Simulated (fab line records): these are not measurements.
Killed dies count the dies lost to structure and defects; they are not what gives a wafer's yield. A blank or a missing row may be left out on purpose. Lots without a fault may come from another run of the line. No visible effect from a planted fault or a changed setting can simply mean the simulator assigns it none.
A single fault, viewed from 2 desks | flow n5-finfet | only its own numbers are on each desk; what lay behind them is given at the end

## DESK OF THE TOOL OWNER: cvd-co-02
The tool's own readings at N5_BEOL_M1_CVD_47 (deposits Co from CCTBA/H2, target thk 3 nm, time 223.8 s): means of the sampled wafers that have a number, for each lot that ran on this tool. If a lot's mean is further than 4 standard deviations from the usual mean, the lot is out of limits and carries the mark OUT (the distance appears in the brackets).
Columns: A = chamber-pressure-Torr at N5_BEOL_M1_CVD_47, usual 30.00 Torr; B = run-length-s at N5_BEOL_M1_CVD_47, usual 246.6 s
lot  | first seen here | A     | B
L832 | day 8 02:55     | 29.94 | 246.4
L844 | day 10 19:49    | 30.01 | 246.5
L845 | day 10 22:40    | 29.98 | 246.4
L846 | day 11 11:11    | 30.03 | 246.2
L847 | day 11 14:35    | 29.98 | 246.4
L849 | day 12 00:20    | 29.96 | 246.5
This desk found nothing out of limits on any of the 6 lots.

## AT THE METROLOGY DESK
What the gauges read for every lot (on any tool): the sampled wafers with a number, averaged. If a lot's mean is further than 4 standard deviations from the usual mean, the lot is out of limits and carries the mark OUT (the distance appears in the brackets). It has 10 readings; the 7 that lie furthest out on some lot are the ones shown.
Columns: A = DIBL_P at N5_BEOL_M4_RC_MEAS_101, usual 37.1 mV/V; B = IOFF_N at N5_BEOL_M4_RC_MEAS_101, usual 0.18 nA/um; C = IOFF_P at N5_BEOL_M4_RC_MEAS_101, usual 0.23 nA/um; D = ION_N at N5_BEOL_M4_RC_MEAS_101, usual 682 uA/um; E = ION_P at N5_BEOL_M4_RC_MEAS_101, usual 467 uA/um; F = SS_N at N5_BEOL_M4_RC_MEAS_101, usual 71.7 mV/dec; G = VT_P at N5_BEOL_M4_RC_MEAS_101, usual -249 mV
lot  | first seen here | A    | B    | C    | D   | E   | F    | G
L826 | day 7 21:26     | 36.9 | 0.17 | 0.25 | 688 | 482 | 71.4 | -245
L832 | day 9 13:36     | 37.7 | 0.17 | 0.21 | 664 | 450 | 71.7 | -251
L844 | day 12 08:43    | 35.1 | 0.14 | 0.20 | 671 | 466 | 71.7 | -250
L845 | day 12 17:45    | 34.6 | 0.14 | 0.20 | 680 | 468 | 71.2 | -249
L846 | day 13 06:46    | 36.6 | 0.18 | 0.22 | 688 | 471 | 70.8 | -249
L847 | day 13 14:47    | 40.1 | 0.21 | 0.30 | 692 | 477 | 72.3 | -242
L849 | day 13 18:50    | 37.3 | 0.17 | 0.23 | 683 | 468 | 71.9 | -249
This desk found nothing out of limits on any of the 7 lots.

## ALL TOGETHER
Nothing out of limits was seen by the tool owner's desk.
Nothing out of limits was seen by the metrology desk.

## WHAT WAS PUT IN BY THE SIMULATOR
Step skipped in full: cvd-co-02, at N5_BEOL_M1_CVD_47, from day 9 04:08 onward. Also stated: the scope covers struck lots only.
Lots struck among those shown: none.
